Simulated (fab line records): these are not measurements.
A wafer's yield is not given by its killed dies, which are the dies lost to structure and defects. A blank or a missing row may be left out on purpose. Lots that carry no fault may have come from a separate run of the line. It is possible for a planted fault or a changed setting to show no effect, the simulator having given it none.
Matching of chambers / flow n5-finfet / N5_BEOL_M3_DESCUM_33 on rie-diel-03 has 4 sister chambers
The step chemistry O2, time 7 s. 4 wafers are shown with their chamber, then 11 later ones without.

WAFERS PAIRED WITH THEIR CHAMBERS
wafer=L074.1; chamber=1; showerhead-plenum-p-Torr (Torr)=2.10
wafer=L091.2; chamber=3; showerhead-plenum-p-Torr (Torr)=2.18
wafer=L091.6; chamber=0; showerhead-plenum-p-Torr (Torr)=2.18
wafer=L092.1; chamber=2; showerhead-plenum-p-Torr (Torr)=2.00

WAFERS MISSING THEIR CHAMBER
wafer=L092.3; showerhead-plenum-p-Torr (Torr)=2.09
wafer=L092.4; showerhead-plenum-p-Torr (Torr)=2.18
wafer=L094.1; showerhead-plenum-p-Torr (Torr)=2.00
wafer=L094.2; showerhead-plenum-p-Torr (Torr)=2.18
wafer=L094.3; showerhead-plenum-p-Torr (Torr)=2.09
wafer=L095.2; showerhead-plenum-p-Torr (Torr)=2.18
wafer=L095.3; showerhead-plenum-p-Torr (Torr)=2.00
wafer=L095.5; showerhead-plenum-p-Torr (Torr)=2.18
wafer=L096.2; showerhead-plenum-p-Torr (Torr)=2.09
wafer=L096.4; showerhead-plenum-p-Torr (Torr)=2.00
wafer=L096.5; showerhead-plenum-p-Torr (Torr)=2.09

CHAMBER TAKEN BY EACH
wafer=L092.3; from the rows above=1; in truth=1
wafer=L092.4; from the rows above=can't be placed: 0 or 3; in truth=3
wafer=L094.1; from the rows above=2; in truth=2
wafer=L094.2; from the rows above=can't be placed: 0 or 3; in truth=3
wafer=L094.3; from the rows above=1; in truth=1
wafer=L095.2; from the rows above=can't be placed: 0 or 3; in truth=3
wafer=L095.3; from the rows above=2; in truth=2
wafer=L095.5; from the rows above=can't be placed: 0 or 3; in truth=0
wafer=L096.2; from the rows above=1; in truth=1
wafer=L096.4; from the rows above=2; in truth=2
wafer=L096.5; from the rows above=1; in truth=1
Correct placement for 7 of the 11. From these rows, 4 cannot be placed; in 4 the true chamber is one of the candidates. Wrongly placed: 0.
How it was worked out, from the rows above alone: a wafer's distance from a chamber is the root of the sum, over the readings, of the square of ((its reading less the chamber's mean) divided by the reading's scatter). If the next closest chamber is less than 2 further off than the closest, the wafer can't be placed; otherwise it belongs to the closest. For every chamber, the mean is computed from those of its wafers that are shown. The scatter (one wafer shown for each chamber): square how far every hidden wafer sits from the nearest shown wafer, average those squares and take the square root.
